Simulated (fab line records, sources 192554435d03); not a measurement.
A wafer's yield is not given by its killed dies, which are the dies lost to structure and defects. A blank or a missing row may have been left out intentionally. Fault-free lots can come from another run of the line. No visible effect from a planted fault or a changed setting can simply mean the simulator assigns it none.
fab line records	flow n5_finfet
[record] lots = 4	wafers = 12	last_day = 17
route steps=1938 shown BEOL_M8@1368 BEOL_M9@1401 BEOL_M15@1830 PASSIVATION@1936
lots that met no fault: taken from a fault-free run of the same line
start_h: start of the lot's first displayed wafer, in hours after the record's first day	wait_h: hours elapsed since this lot's preceding step	" unchanged from the row above	L1.1+2: one row covering several wafers at once	- no value, or no start given	* or withheld: withheld	< > ~ a bound
route shown NAME@n: a module of which the file shows steps, and the number in the route of the first	usual: mean/standard deviation of fault-free wafers	same: alike in all rows	chamber/n: place in a boat	sites: per-site readings	_std_site: their standard deviation	_edge_site: outer sites' mean less inner sites'	radius_mm: for every site, how far away it sits from the centre of the wafer	mask NAME#n: copy n	behind: the tool/chamber that last shaped the wafer	hold: why the lot was held/for how many hours/how that ended	device: the n, p or np transistor that did not switch	end of line: tests of these same wafers at the route's end	step lacking rows: just its recipe	killed: at the first sort, the dies lost to defects and structure; wafer yield is something else	map: dies across one wafer; x = killed, . = not, _ = none there
set.NAME: setting as actually run; set.NAME@STEP: the setting as run at that earlier step	model.NAME: the simulator's own value behind a step, which no gauge read
lots seen at some steps along the route; tables by step, rows by wafer
services: when a tool's chamber went out of use (start_h, in hours from the record's first day, below 0 if earlier), for how many hours, and the reason
[[steps]]
[step N5_BEOL_M8_DESCUM_33]
[recipe] chemistry = O2	time_s = 7	source_power_w = 50	bias_power_w = 20	pressure_mtorr = 20	rf_frequency_hz = 2.712e+07	temp_c = 40	resist = CAR-EUV	o2_flow_sccm = 225
[step N5_BEOL_M8_ETCH_72]
[recipe] chemistry = N2/H2	target = underlayer	target_depth_a = 65	mask_material = CAR-EUV	time_s = 5.2	ion_energy_ev = 200	pressure_mtorr = 30	source_w = 840	bias_w = 150	n2_flow_sccm = 200	h2_flow_sccm = 200	ends = cleared
[step N5_BEOL_M8_ETCH_65]
[recipe] chemistry = CF4	target = SiARC	target_depth_a = 156	mask_material = CAR-EUV	time_s = 26	ion_energy_ev = 80	pressure_mtorr = 40	source_w = 545	bias_w = 36	Ar_flow_sccm = 100	cf4_flow_sccm = 100	ends = cleared
[step N5_BEOL_M8_ETCH_66]
[recipe] chemistry = N2/H2	target = SOC	target_depth_a = 800	overetch_a = 160	mask_material = SiARC	temp_c = 40	time_s = 120	ion_energy_ev = 200	pressure_mtorr = 30	source_w = 840	bias_w = 150	n2_flow_sccm = 200	h2_flow_sccm = 200
[step N5_BEOL_M8_STRIP_69]
[recipe] chemistry = N2/H2	temp_c = 40	n2_flow_sccm = 200	h2_flow_sccm = 200	rf_frequency_hz = 6e+07
[step N5_BEOL_M8_STRIP_73]
[recipe] chemistry = N2/H2	temp_c = 40	n2_flow_sccm = 200	h2_flow_sccm = 200	rf_frequency_hz = 6e+07
[step N5_BEOL_M8_VIA_ETCH_34]
[recipe] chemistry = C4F6/O2	target = SiCOH_lowk	target_depth_a = 1255	mask_material = SOC	taper_deg = 4	time_s = 50.5	ion_energy_ev = 250	pressure_mtorr = 30	source_w = 345	bias_w = 185	Ar_flow_sccm = 300	C4F6_flow_sccm = 10	O2_flow_sccm = 10
[step N5_BEOL_M8_STRIP_76]
[recipe] chemistry = C4F6/O2	resist = SiARC	rf_frequency_hz = 6e+07
[step N5_BEOL_M8_STRIP_36]
[recipe] chemistry = N2/H2	power_w = 450	temp_c = 40	pressure_mtorr = 20	rf_frequency_hz = 6e+07	overash_fraction = 0.3	bias_power_w = 7	h2_frac = 0.5	n2_flow_sccm = 200	h2_flow_sccm = 200
[step N5_BEOL_M8_TRENCH_ETCH_37]
[recipe] chemistry = C4F6/O2	target_depth_a = 934.78	target = SiCOH_lowk	time_s = 31.2	ion_energy_ev = 250	pressure_mtorr = 30	source_w = 345	bias_w = 185	Ar_flow_sccm = 300	C4F6_flow_sccm = 10	O2_flow_sccm = 10
[usual] drypump_motor_current_A = 5.5/0.42	oes_o_777_au = 0.79/0.1	oes_product_au = 0.79/0.091	rf_vpp_V = 672/25	run_length_s = 54.5/0.44	showerhead_plenum_p_Torr = 2.85/0.087	throttle_valve_pct = 20.85/0.22
lot.wafer	tool	chamber	start_h	wait_h	drypump_motor_current_A	oes_o_777_au	oes_product_au	rf_hours_counter_h	rf_vpp_V	run_length_s	showerhead_plenum_p_Torr	throttle_valve_pct	model.etch.depth_nm	model.BEOL_M8.feature_depth_nm
L793.1	rie_diel-05	1	241.96	-	5.3	0.80	0.83	102	698	54.9	2.98	20.67	95.75	95.8
L793.3	"	2	"	"	5.1	0.66	0.71	201	688	54.2	2.95	20.97	91.46	91.4
L793.5	"	3	"	"	5.2	0.76	0.84	-	715	53.8	2.79	20.88	96.19	96.2
L801.1	rie_diel-05	1	293.64	-	5.3	0.79	0.81	120	700	54.7	2.97	20.68	95.44	95.4
L801.2	"	0	"	"	5.4	1.01	0.95	9	658	58.7	2.78	20.60	105	105
L801.3	"	3	"	"	5.2	0.73	0.81	87	715	53.9	2.78	20.89	95.04	95
L803.2	rie_diel-05	2	308.41	-	5.1	0.65	0.69	224	690	54.2	2.94	21.02	90.84	90.8
L803.4	"	0	"	"	5.4	0.99	0.92	14	657	58.6	2.78	20.63	104	104
L803.5	"	0	"	"	5.4	0.99	0.94	-	656	58.3	2.78	20.63	104.2	104.2
L809.1	rie_diel-01	0	344.62	-	5.2	0.95	0.91	17	653	55.1	2.88	20.66	94.83	94.8
L809.4	"	1	"	"	6.0	0.72	0.67	-	639	54.1	2.73	21.40	91.65	91.6
L809.6	"	3	"	"	6.6	0.98	0.96	-	652	54.2	2.90	20.32	92.33	92.4
[step N5_BEOL_M8_ETCH_41]
[recipe] chemistry = CH3F/O2	target = SiCN	target_depth_a = 319	taper_deg = 2	time_s = 57.8	ion_energy_ev = 120	mask_material = TiN	pressure_mtorr = 30	source_w = 395	bias_w = 75	Ar_flow_sccm = 150	CH3F_flow_sccm = 30	O2_flow_sccm = 20
[step N5_BEOL_M8_STRIP_80]
[recipe] chemistry = N2/H2	time_s = 10	power_w = 450	temp_c = 40	pressure_mtorr = 20	rf_frequency_hz = 6e+07	bias_power_w = 7	n2_flow_sccm = 200	h2_flow_sccm = 200
[step N5_BEOL_M8_OCD_MEAS_38]
[usual] trench_depth_nm = 94.1/2.2
lot.wafer	tool	chamber	start_h	wait_h	trench_depth_nm
L793.1	ocd-02	-	242.12	-	95.7
L793.3	"	-	"	"	91.6
L793.5	"	-	"	"	96.3
L801.1	ocd-02	-	293.80	-	95.4
L801.2	"	-	"	"	104.7
L801.3	"	-	"	"	95.4
L803.2	ocd-01	-	308.57	-	91.1
L803.4	"	-	"	"	104.4
L803.5	"	-	"	"	104.4
L809.1	ocd-02	-	344.78	-	94.9
L809.4	"	-	"	"	91.7
L809.6	"	-	"	"	92.1
[step N5_BEOL_M8_HM_STRIP_39]
[recipe] chemistry = peroxide_tin_strip	material = TiN	target_depth_a = 250	temp_c = 50	time_s = 158
[step N5_BEOL_M8_SRD_40]
[recipe] time_s = 30	temp_c = 23	rinse_liquid = diw	dry = ipa_marangoni
[step N5_BEOL_M8_PRECLEAN_42]
[recipe] chemistry = residue_remover	time_s = 60	temp_c = 40
[step N5_BEOL_M8_SRD_43]
[recipe] time_s = 30	temp_c = 23	rinse_liquid = diw	dry = ipa_marangoni
[step N5_BEOL_M8_CURE_75]
[recipe] temp_c = 370	time_s = 120	ambient = DMADMS/He	material = SiCOH_lowk
[step N5_BEOL_M8_DEGAS_44]
[recipe] ambient = vacuum	temp_c = 250	time_s = 60
[step N5_BEOL_M8_PRE_CLEAN_45]
[recipe] gas = H2/He	time_s = 30	temp_c = 250
[step N5_BEOL_M8_ALD_77]
[recipe] material = TaN	target_thk_a = 20	temp_c = 275	ald_precursor_family = PDMAT	ald_co_reactant = NH3	pressure_torr = 3	carrier_flow_sccm = 1500	pulse_time_s = 2	purge_time_s = 3	co_reactant_purge_time_s = 2	co_reactant_pulse_time_s = 3	ald_cycles = 40	precursor_vessel_temp_c = 75	precursor_vessel_pressure_torr = 26.25	precursor_vessel_carrier_sccm = 1000
[step N5_BEOL_M8_SURFACE_TREAT_79]
[recipe] gas = Ar	time_s = *	ion_energy_ev = *	ion_current_ma_cm2 = 0.5	pressure_mtorr = *	ar_flow_sccm = 30
[step N5_BEOL_M8_CVD_78]
[recipe] material = Co	target_thk_a = 20	temp_c = withheld	precursor = CCTBA/H2	pressure_torr = 30	time_s = 142.3
[step N5_BEOL_M8_SPUTTER_48]
[recipe] material = Cu	target_thk_a = 100	temp_c = -20	bias_v = 60	power_w = 26000	chamber_pressure_pa = 0.13	time_s = 1.667
[step N5_BEOL_M8_ECD_50]
[recipe] material = Cu	target_thk_a = 3000
[step N5_BEOL_M8_ANNEAL_51]
[recipe] temp_c = 225	time_s = 90	ambient = N2
[step N5_BEOL_M8_CMP_52]
[recipe] stop_on = SiCOH_lowk	t_overpolish_s = 6.9	down_force_psi = 1	platen_rpm = 50	clearing_platen_down_force_psi = 1.5	clearing_platen_rpm = 50	post_cmp_clean = cu_alkaline	target_thk_nm = 80	clearing_platen_pad_velocity_m_s = 0.99484	pad_velocity_m_s = 0.99484
[usual] barrier_field_endpoint_s = 29.1/0.81	motor_current_A = 6.0/0.46	overpolish_run_s = 6.900/0.0092	time_to_endpoint_s = 64/3.8
lot.wafer	tool	chamber	start_h	wait_h	barrier_field_endpoint_s	motor_current_A	overpolish_run_s	time_to_endpoint_s	model.Cu_of_BEOL_M8_ECD_50.thk_nm
L793.3	cmp-04	0	244.33	0.2	28.4	5.7	6.924	64	79.4
L793.1	"	1	"	"	26.7	5.8	6.882	57	80.2
L793.5	"	0	"	"	29.6	5.5	6.911	68	83.2
L801.2	cmp-01	3	295.67	0.2	28.4	6.3	6.906	57	91.8
L801.3	"	1	"	"	28.4	5.3	6.898	62	82.6
L801.1	"	2	"	"	28.4	6.0	6.905	64	83
L803.2	cmp-01	1	312.62	0.2	28.3	4.7	6.902	64	78.2
L803.4	"	0	"	"	28.2	5.4	6.908	60	90.4
L803.5	"	2	"	"	29.5	5.8	6.911	66	92
L809.1	cmp-04	3	348.15	0.3	30.2	5.7	6.894	67	82.2
L809.4	"	1	"	"	28.5	6.0	6.893	58	76.2
L809.6	"	2	"	"	29.7	6.4	6.893	63	79.4
[step N5_BEOL_M8_THK_MEAS_53]
[recipe] thk_meas_gauge = xrf	reads = Cu_of_BEOL_M8_ECD_50
[usual] M8_THK = 80.8/2.5
lot.wafer	tool	chamber	start_h	wait_h	M8_THK[nm]
L793.1	film_metro-01	-	244.59	-	80.5
L793.3	"	-	"	"	80.0
L793.5	"	-	"	"	83.6
L801.1	film_metro-01	-	295.97	-	81.9
L801.2	"	-	"	"	90.7
L801.3	"	-	"	"	81.5
L803.2	film_metro-01	-	312.91	-	78.3
L803.4	"	-	"	"	90.6
L803.5	"	-	"	"	92.1
L809.1	film_metro-02	-	348.41	-	81.3
L809.4	"	-	"	"	75.7
L809.6	"	-	"	"	78.5
[step N5_BEOL_M8_PRE_CLEAN_55]
[recipe] gas = NH3	time_s = 15	temp_c = withheld	rf_power_w = 300
[step N5_BEOL_M8_DEP_56]
[recipe] material = SiCN	target_thk_a = 100	temp_c = withheld	precursor = 3MS/NH3	pressure_torr = 3	rf_w = 202	time_s = 17.5
[step N5_BEOL_M8_RS_MEAS_57]
[recipe] thk_meas_gauge = four-point-probe	reads = Cu_of_BEOL_M8_ECD_50+Co_of_BEOL_M8_CVD_78+TaN_of_BEOL_M8_ALD_77
[usual] M8_RS = 0.282/0.01
lot.wafer	tool	chamber	start_h	wait_h	M8_RS[ohm/sq]
L793.1	film_metro-02	-	244.72	0.1	0.286
L793.3	"	-	"	"	0.289
L793.5	"	-	"	"	0.273
L801.1	film_metro-01	-	296.13	0.1	0.274
L801.2	"	-	"	"	0.244
L801.3	"	-	"	"	0.276
L803.2	film_metro-02	-	313.04	0.1	0.294
L803.4	"	-	"	"	0.248
L803.5	"	-	"	"	0.244
L809.1	film_metro-01	-	348.54	0.1	0.277
L809.4	"	-	"	"	0.303
L809.6	"	-	"	"	0.289
[step N5_BEOL_M9_ILD_DEP_00]
[recipe] material = SiCOH_lowk	target_thk_a = 3085.1	temp_c = 300	precursor = DEMS/porogen	pressure_torr = 5	rf_w = 500	time_s = 58
[step N5_BEOL_M9_CURE_71]
[recipe] temp_c = 385	time_s = 240	ambient = He/Ar	material = SiCOH_lowk
[step N5_BEOL_M9_PECVD_70]
[recipe] material = SiO2	target_thk_a = 200	temp_c = 400	precursor = TEOS/O2	pressure_torr = 5.5	rf_w = 450	teos_flow_sccm = 53.8	gas = O2	flow_sccm = 3000	time_s = 22.7
[step N5_BEOL_M9_HM_DEP_02]
[recipe] material = TiN	target_thk_a = 200	temp_c = 25	chamber_pressure_pa = 0.49996
[step N5_BEOL_M9_COAT_59]
[recipe] resist = SOC	temp_c = 250	time_s = 60	spin_rpm = 1500	resist_thk_nm = 100
[step N5_BEOL_M15_RC_MEAS_101]
[usual] COMB_M10 = 1.4e-11/3.2e-12	COMB_M11 = 1.4e-11/3.1e-12	COMB_M12 = 6e-12/1.3e-12	COMB_M13 = 4.5e-12/8e-13	COMB_M13_max_site = 6.7e-12/1.3e-12	COMB_M14 = 3.3e-12/7.4e-13	COMB_M14_max_site = 4.9e-12/1.1e-12	COMB_M15 = 2.2e-12/5.7e-13	COMB_M5 = 3.7e-11/7.1e-12	COMB_M6 = 2.6e-11/5.2e-12	COMB_M7 = 2.5e-11/5.2e-12	COMB_M8 = 2.5e-11/4.6e-12	COMB_M9 = 1.5e-11/3.3e-12	SERP_M10 = 3.04/0.1	SERP_M11 = 3.08/0.1	SERP_M12 = 0.631/0.023	SERP_M13 = 0.308/0.0071	SERP_M14 = 0.159/0.0065	SERP_M5 = 39.0/1.9	SERP_M6 = 13.7/0.66	SERP_M7 = 14.0/0.7	SERP_M8 = 13.6/0.65	SERP_M8_max_site = 14.2/0.68	SERP_M9 = 3.06/0.11
lot.wafer	tool	chamber	start_h	wait_h	COMB_M10[S/m]	COMB_M11[S/m]	COMB_M12[S/m]	COMB_M13[S/m]	COMB_M13_max_site[S/m]	COMB_M14[S/m]	COMB_M14_max_site[S/m]	COMB_M15[S/m]	COMB_M5[S/m]	COMB_M6[S/m]	COMB_M7[S/m]	COMB_M8[S/m]	COMB_M9[S/m]	SERP_M10[ohm/um]	SERP_M11[ohm/um]	SERP_M12[ohm/um]	SERP_M13[ohm/um]	SERP_M14[ohm/um]	SERP_M5[ohm/um]	SERP_M6[ohm/um]	SERP_M7[ohm/um]	SERP_M8[ohm/um]	SERP_M8_max_site[ohm/um]	SERP_M9[ohm/um]
L793.1	prober-01	0	295.57	0.0	1.7e-11	1.4e-11	5.8e-12	5.5e-12	7.3e-12	4.7e-12	6.9e-12	2.4e-12	4.9e-11	2.7e-11	2.6e-11	1.9e-11	1.4e-11	3.13	3.09	0.612	0.308	0.148	37.6	12.9	13.6	13.6	14.1	3.06
L793.3	"	0	"	"	1.7e-11	1e-11	5.6e-12	6.3e-12	8.6e-12	3.1e-12	3.8e-12	2.5e-12	3.8e-11	2e-11	1.9e-11	2.8e-11	1.1e-11	3.00	3.17	0.614	0.313	0.161	39.3	13.8	13.8	13.6	14.0	2.97
L793.5	"	0	"	"	1.1e-11	1.4e-11	5.5e-12	4.6e-12	7.6e-12	2.9e-12	5.4e-12	2.5e-12	3.8e-11	2e-11	2.3e-11	2.8e-11	1.8e-11	3.14	3.22	0.601	0.312	0.147	37.4	12.7	13.7	13.5	14.1	3.16
L801.1	prober-02	0	356.76	0.0	1.2e-11	1.5e-11	4.5e-12	4e-12	6.1e-12	4.1e-12	4.6e-12	1.9e-12	2.7e-11	2.3e-11	2.5e-11	3e-11	1.5e-11	3.00	3.09	0.614	0.293	0.155	39.2	13.4	13.1	14.2	15.0	3.09
L801.2	"	0	"	"	1e-11	1.2e-11	6.6e-12	4.7e-12	6e-12	4.1e-12	6.2e-12	2.9e-12	3.5e-11	3.3e-11	3e-11	2.4e-11	1.1e-11	3.05	2.92	0.611	0.316	0.160	39.2	13.5	14.3	11.4	11.8	3.10
L801.3	"	0	"	"	1.7e-11	1.7e-11	5.4e-12	3.5e-12	4.7e-12	3.8e-12	5.9e-12	1.9e-12	5.8e-11	2.9e-11	3e-11	2.5e-11	1.6e-11	2.90	2.96	0.631	0.303	0.148	38.1	13.6	14.9	14.0	15.0	3.26
L803.2	prober-02	0	371.63	0.2	1.2e-11	1.5e-11	5.8e-12	3.7e-12	5.5e-12	3.7e-12	4.6e-12	1.3e-12	4.3e-11	1.5e-11	2.4e-11	3.4e-11	1.9e-11	3.21	3.07	0.607	0.309	0.151	41.8	14.6	14.2	13.7	13.8	3.01
L803.4	"	0	"	"	1.4e-11	1e-11	7.7e-12	5e-12	6.3e-12	4.8e-12	5.9e-12	1.6e-12	3.9e-11	2.2e-11	2.3e-11	2.4e-11	1.9e-11	3.26	3.18	0.635	0.310	0.165	43.0	14.3	14.3	11.1	11.7	2.86
L803.5	"	0	"	"	1.2e-11	1e-11	1.05e-11	3.8e-12	5.9e-12	3.5e-12	6.2e-12	1.1e-12	4.9e-11	2.8e-11	2.4e-11	2.5e-11	2.2e-11	3.17	3.26	0.622	0.300	0.154	40.2	14.1	13.5	11.3	11.7	3.19
L809.1	prober-01	0	400.31	0.5	1.8e-11	1.4e-11	6.1e-12	3.6e-12	4.6e-12	4.2e-12	4.8e-12	3.3e-12	4.3e-11	2e-11	2.9e-11	1.9e-11	2e-11	2.97	3.12	0.601	0.314	0.158	39.5	14.6	14.7	12.8	13.6	2.84
L809.4	"	0	"	"	1.3e-11	1.1e-11	8.4e-12	5.1e-12	7.5e-12	3.5e-12	4.3e-12	3e-12	3.5e-11	2.3e-11	2.4e-11	3.5e-11	1.3e-11	3.06	3.08	0.608	0.311	0.168	39.0	13.4	14.4	14.5	14.7	3.10
L809.6	"	0	"	"	1.6e-11	1.6e-11	7.7e-12	3.7e-12	4.9e-12	3.2e-12	4.5e-12	2.3e-12	3.4e-11	2.6e-11	3.3e-11	2.5e-11	2.1e-11	3.08	3.26	0.617	0.311	0.157	44.0	13.6	14.5	13.3	13.7	3.18
// sites SERP_M8 radius_mm=0,75,75,75,75,140,140,140,140
L793.1 13.6 14.0 13.3 14.1 13.7 13.8 13.4 13.6 13.2
L801.1 13.1 13.2 14.2 14.1 13.7 14.5 15.0 14.7 14.6
L803.2 13.8 13.8 13.7 13.7 13.8 13.5 13.2 13.4 13.3
L809.1 12.4 12.5 12.8 12.8 12.7 13.5 13.5 13.3 13.6
[step N5_PASSIVATION_PROBE_49]
[usual] defect_limited_yield = 91.0/1.4	killed_at_M0_to_M3 = 36/9.6	killed_at_M4_up = 14/6.1	killed_at_contacts = 13/6.6	killed_at_front_end = 40/11	killed_at_other = 3.2/2.9	killed_dies = 106/17	killed_open = 71/12	killed_short = 33/7.3	sort_bin_4_leakage = 0.02/0.11	sort_bin_5_function = 5.3/1	sort_bin_6_memory = 3.4/0.68	sort_n_pass = 1073/19	sort_yield_pct = 91.0/1.6
[same] gross_dies = 1180	killed_at_back_side = 0	sort_bin_8_speed[%] = 0
lot.wafer	tool	chamber	start_h	wait_h	defect_limited_yield[%]	killed_at_M0_to_M3	killed_at_M4_up	killed_at_contacts	killed_at_front_end	killed_at_other	killed_dies	killed_open	killed_short	sort_bin_4_leakage[%]	sort_bin_5_function[%]	sort_bin_6_memory[%]	sort_n_pass	sort_yield_pct[%]
L793.1	prober-02	-	311.72	0.0	92.9	15	15	13	39	2	84	48	36	0	3.7	3.1	1096	92.9
L793.3	prober-02	-	311.82	0.1	88.9	25	25	14	62	5	131	88	41	0	7.4	3.5	1049	88.9
L793.5	prober-02	-	311.92	0.2	91.6	28	20	12	33	6	99	68	28	0	4.0	3.7	1081	91.6
L809.1	prober-01	-	413.89	0.0	92.3	47	14	3	26	1	91	62	27	0	3.9	3.6	1089	92.3
L809.4	prober-01	-	414.04	0.2	89.8	57	11	4	48	0	120	84	33	0	6.1	3.9	1060	89.8
L809.6	prober-01	-	414.14	0.3	90.8	33	15	10	44	6	108	65	40	0	4.8	3.8	1072	90.8
// killed by level:class
L793.1 FIN_SAQP:geometric_particle:open=12 MOL_CONTACT_COAG:geometric_particle:open=8 FIN_SAQP:geometric_particle:short=6 STI_FIN_REVEAL:geometric_particle:open=6 BEOL_M0_SAQP:geometric_particle:short=6 MOL_CONTACT_COAG:geometric_particle:short=5 BEOL_M4:geometric_particle:open=5 ILD0:geometric_particle:short=3
L793.3 FIN_SAQP:geometric_particle:open=31 BEOL_M4:geometric_particle:open=13 MOL_CONTACT_COAG:geometric_particle:open=10 FIN_SAQP:geometric_particle:short=7 BEOL_M0_SAQP:geometric_particle:open=7 BEOL_M3:geometric_particle:open=6 BEOL_M7:geometric_particle:open=5 MOL_CONTACT_COAG:geometric_particle:short=4
L793.5 MOL_CONTACT_COAG:geometric_particle:open=10 BEOL_M4:geometric_particle:open=9 BEOL_M3:geometric_particle:open=6 ILD0:geometric_particle:open=5 BEOL_M0_SAQP:geometric_particle:short=5 BEOL_M0_SAQP:geometric_particle:open=5 BEOL_M2:geometric_particle:open=5 BEOL_M4:geometric_particle:short=5
L809.1 BEOL_M0_SAQP:geometric_particle:open=10 BEOL_M2:geometric_particle:open=8 BEOL_M3:geometric_particle:open=8 BEOL_M1:geometric_particle:open=7 BEOL_M0_SAQP:geometric_particle:short=6 BEOL_M4:geometric_particle:open=6 STI_FIN_REVEAL:geometric_particle:open=4 STARTING-WAFER:geometric_particle:short=4
L809.4 BEOL_M0_SAQP:geometric_particle:open=19 BEOL_M0_SAQP:geometric_particle:short=16 STI_FIN_REVEAL:geometric_particle:open=12 FIN_SAQP:geometric_particle:open=9 BEOL_M1:geometric_particle:open=9 FIN_SAQP:geometric_particle:short=6 BEOL_M3:geometric_particle:open=5 BEOL_M8:geometric_particle:open=5
L809.6 FIN_SAQP:geometric_particle:short=9 BEOL_M0_SAQP:geometric_particle:open=9 STI_FIN_REVEAL:geometric_particle:open=8 MOL_CONTACT_COAG:geometric_particle:open=8 BEOL_M0_SAQP:geometric_particle:short=7 GATE_CUT:geometric_particle:short=6 GATE_CUT:geometric_particle:open=5 BEOL_M5:geometric_particle:open=5
[[services]]
tool	chamber	start_h	hours	kind
rie_diel-01	2	225.67	2.5	repair
rie_diel-01	0	230.15	3.8	repair
rie_diel-05	0	251.23	-	clean
rie_diel-05	0	251.23	-	consumable_replace:focus_ring
rie_diel-05	0	251.23	17.4	scheduled_down
rie_diel-05	0	251.23	17.4	vent_cycle
cmp-04	-	261.59	1.2	repair
rie_diel-01	0	273.91	-	clean
rie_diel-01	0	273.91	-	consumable_replace:esc
rie_diel-01	0	273.91	-	consumable_replace:focus_ring
rie_diel-01	0	273.91	29.4	scheduled_down
rie_diel-01	0	273.91	29.4	vent_cycle
rie_diel-01	2	274.40	6.1	repair
rie_diel-01	3	303.35	-	clean
rie_diel-01	3	303.35	-	consumable_replace:focus_ring
rie_diel-01	3	303.35	17.1	scheduled_down
rie_diel-01	3	303.35	17.1	vent_cycle
cmp-04	-	315.22	1.1	repair
rie_diel-01	2	318.89	28.1	repair
cmp-01	-	322.34	1.7	repair
cmp-04	-	325.38	1.0	repair
rie_diel-05	3	331.24	12.5	repair
rie_diel-01	1	347.04	-	clean
rie_diel-01	1	347.04	-	consumable_replace:focus_ring
[[key]]
[first_sign] step = N5_BEOL_M8_TRENCH_ETCH_37	reading = run_length_s	direction = up	sigmas = 9.4	usual = *	struck = *
[effect] step = N5_BEOL_M8_OCD_MEAS_38	reading = trench_depth_nm	direction = up	sigmas = 4.8	usual = 94.1	struck = 104.5
[effect] step = N5_BEOL_M8_THK_MEAS_53	reading = M8_THK	direction = up	sigmas = 4.1	usual = 80.8	struck = 91.2
[effect] step = N5_BEOL_M8_RS_MEAS_57	reading = M8_RS	direction = down	sigmas = 3.6	usual = 0.282	struck = 0.245
[effect] step = N5_BEOL_M15_RC_MEAS_101	reading = SERP_M8	direction = down	sigmas = 3.6	usual = 13.6	struck = 11.2
[model_effect] step = N5_BEOL_M8_TRENCH_ETCH_37	value = etch.depth_nm	without = 92.5	struck = 104.4
[model_effect] step = N5_BEOL_M8_CMP_52	value = Cu_of_BEOL_M8_ECD_50.thk_nm	without = 79.47	struck = 91.4
met_at N5_BEOL_M8_TRENCH_ETCH_37
struck_wafers L801.2,L803.4,L803.5
[fault] kind = process_parameter_drift	tool = rie_diel-05	chamber = 0	onset_h = 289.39	steps = N5_BEOL_M8_TRENCH_ETCH_37	channel = time_s	offset = *	shape = step	end_h = 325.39	acts_in = *	stated = *
